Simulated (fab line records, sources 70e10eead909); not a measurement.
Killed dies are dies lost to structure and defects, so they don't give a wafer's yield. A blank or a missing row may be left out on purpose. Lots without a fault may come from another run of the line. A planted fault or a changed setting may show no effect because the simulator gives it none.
One fault seen from 2 desks | flow nand_harc | each desk has only its own numbers; what lay behind them comes last

THE TOOL OWNER'S DESK: har_etch-01
The tool's own readings at NHARC_A_CHANNEL_HOLE_D1_ETCH_23 (etches the open film in C4F8/O2/Ar, time 819 s, target depth 1600 nm): means of the sampled wafers that have a number, for each lot that ran on this tool. A lot is out of limits, marked OUT, if its mean lies more than 4 standard deviations from the usual mean; the brackets give that distance.
Columns: A = drypump_motor_current_A at NHARC_A_CHANNEL_HOLE_D1_ETCH_23, usual 5.9 A; B = showerhead_plenum_p_Torr at NHARC_A_CHANNEL_HOLE_D1_ETCH_23, usual 3.73 Torr; C = throttle_valve_pct at NHARC_A_CHANNEL_HOLE_D1_ETCH_23, usual 32.155 %
lot  | first seen here | A   | B    | C
L353 | day 8 11:43     | 5.5 | 3.80 | 32.163
L354 | day 8 18:31     | 5.5 | 3.80 | 32.149
L361 | day 10 05:21    | 5.5 | 3.79 | 32.155
L362 | day 10 17:47    | 5.5 | 3.80 | 32.157
L371 | day 13 10:22    | 5.5 | 3.75 | 32.174
L374 | day 13 14:32    | 5.5 | 3.77 | 32.153
This desk's finding: nothing out of limits on any of the 6 lots.

THE DEFECT DESK
What the inspections along the route counted, lot by lot: means of the sampled wafers that have a number. A lot is out of limits, marked OUT, if its mean lies more than 4 standard deviations from the usual mean; the brackets give that distance.
Columns: A = raw_defect_count at NHARC_A_CHANNEL_HOLE_D1_INSPECT_40, usual 65
lot  | first seen here | A
L353 | day 8 16:11     | 82
L354 | day 8 22:34     | 73
L361 | day 10 09:23    | 395 (+21) OUT
L362 | day 10 22:10    | 241 (+11) OUT
L367 | day 12 07:43    | 55
L369 | day 12 14:25    | 63
L371 | day 13 14:40    | 78
L372 | day 13 14:59    | 61
L374 | day 13 18:47    | 89
L375 | day 14 01:07    | 61
L376 | day 14 15:43    | 60
This desk's finding: out of limits on L361, L362; first on L361, day 10 09:23 (raw_defect_count at NHARC_A_CHANNEL_HOLE_D1_INSPECT_40). In limits: L353, L354, L367, L369, L371, L372, L374, L375, L376.

PUT TOGETHER
The defect desk could have raised an alarm at day 10 09:23, on L361, L362.
The tool owner's desk saw nothing out of limits.
The tool owner's desk has L361, L362 on record, within its limits.
Of the lots named, all ran NHARC_A_CHANNEL_HOLE_D1_ETCH_23 on har_etch-01.

WHAT THE SIMULATOR HAD PUT IN
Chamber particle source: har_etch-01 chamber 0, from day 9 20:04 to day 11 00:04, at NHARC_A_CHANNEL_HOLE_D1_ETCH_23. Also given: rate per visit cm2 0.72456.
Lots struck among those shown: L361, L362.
Hours from the fault's start to each desk's first reading out of limits: the defect desk, 13.
